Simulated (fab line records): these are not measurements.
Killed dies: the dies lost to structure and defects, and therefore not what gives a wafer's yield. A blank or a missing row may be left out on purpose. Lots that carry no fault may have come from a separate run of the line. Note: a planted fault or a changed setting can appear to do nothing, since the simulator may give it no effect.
What tool caused it? ; flow nand-harc ; 11 lots with 33 wafers sampled at 3 steps, on a route of 1159 steps

== WHAT THE GAUGES READ, wafer by wafer ==
NHARC_P_M2_CD_MEAS_16.
lot;measured;on;cd-nm (nm)
L075;day 6 15:58;cd-sem-01;169.1 170.2 171.7
L077;day 6 23:47;cd-sem-03;171.2 171.1 169.9
L079;day 7 13:57;cd-sem-02;170.0 171.9 171.0
L080;day 8 01:57;cd-sem-02;171.7 169.1 171.4
L082;day 8 13:09;cd-sem-03;170.9 168.8 170.5
L086;day 9 10:57;cd-sem-01;171.8 170.0 170.4
L085;day 9 11:52;cd-sem-03;170.9 171.6 171.7
L090;day 10 04:35;cd-sem-01;170.3 169.2 169.8
L092;day 10 14:31;cd-sem-03;171.9 170.1 170.5
L094;day 11 05:01;cd-sem-03;171.5 170.8 170.1
L096;day 11 10:59;cd-sem-02;170.5 169.5 171.2

== TOOL THAT RAN EACH LOT (tool first, then ch and the chambers of the sampled wafers, then the start) ==
lot;NHARC_P_GATE_DESCUM_61;NHARC_P_M2_DESCUM_14
L075;rie-diel-05 ch 0,2,3, day 5 13:19;rie-diel-05 ch 0,2,3, day 6 15:38
L077;rie-diel-05 ch 0,2,3, day 6 00:05;rie-diel-06 ch 1,2,3, day 6 23:29
L079;rie-diel-02 ch 0,1,2, day 6 15:10;rie-diel-06 ch 0,3, day 7 13:38
L080;rie-diel-02 ch 1,2, day 7 02:20;rie-diel-06 ch 0,3, day 8 01:39
L082;rie-diel-05 ch 1,2,3, day 7 16:59;rie-diel-06 ch 2,3, day 8 12:51
L086;rie-diel-08 ch 2,3, day 8 11:01;rie-diel-06 ch 0,3, day 9 10:35
L085;rie-diel-08 ch 0,2,3, day 8 11:40;rie-diel-05 ch 2,3, day 9 11:29
L090;rie-diel-05 ch 2,3, day 9 07:29;rie-diel-06 ch 1,2, day 10 04:17
L092;rie-diel-05 ch 0,3, day 9 19:13;rie-diel-06 ch 0,1,2, day 10 14:13
L094;rie-diel-05 ch 1,2, day 10 09:40;rie-diel-05 ch 0,1,3, day 11 04:41
L096;rie-diel-05 ch 0,2, day 10 15:11;rie-diel-06 ch 1,2,3, day 11 10:41
- NHARC_P_GATE_DESCUM_61: chemistry O2, time 3 s.
- NHARC_P_M2_DESCUM_14: chemistry O2, time 3 s.

== THE ANSWER, worked out from the rows above alone ==
Rule: the usual values come from the lots themselves. Put in order of their means at a reading, lots are off if they are a third of the lots or fewer, leave a main group of 4 or more, and stand apart from it by a gap of 3 or more times the standard deviation of the main group's means; of several such gaps the widest counts. The tables above print the reading to a certain number of digits; a main group whose means all agree to those digits is not used. Also off: a lot with no number at a reading for which 4 or more lots have one. Where the step has rows for the other lots, those lots are counted as sound.
Nothing can be told from this: no lot is off at any reading shown.

== WHAT THE SIMULATOR HAD PUT IN ==
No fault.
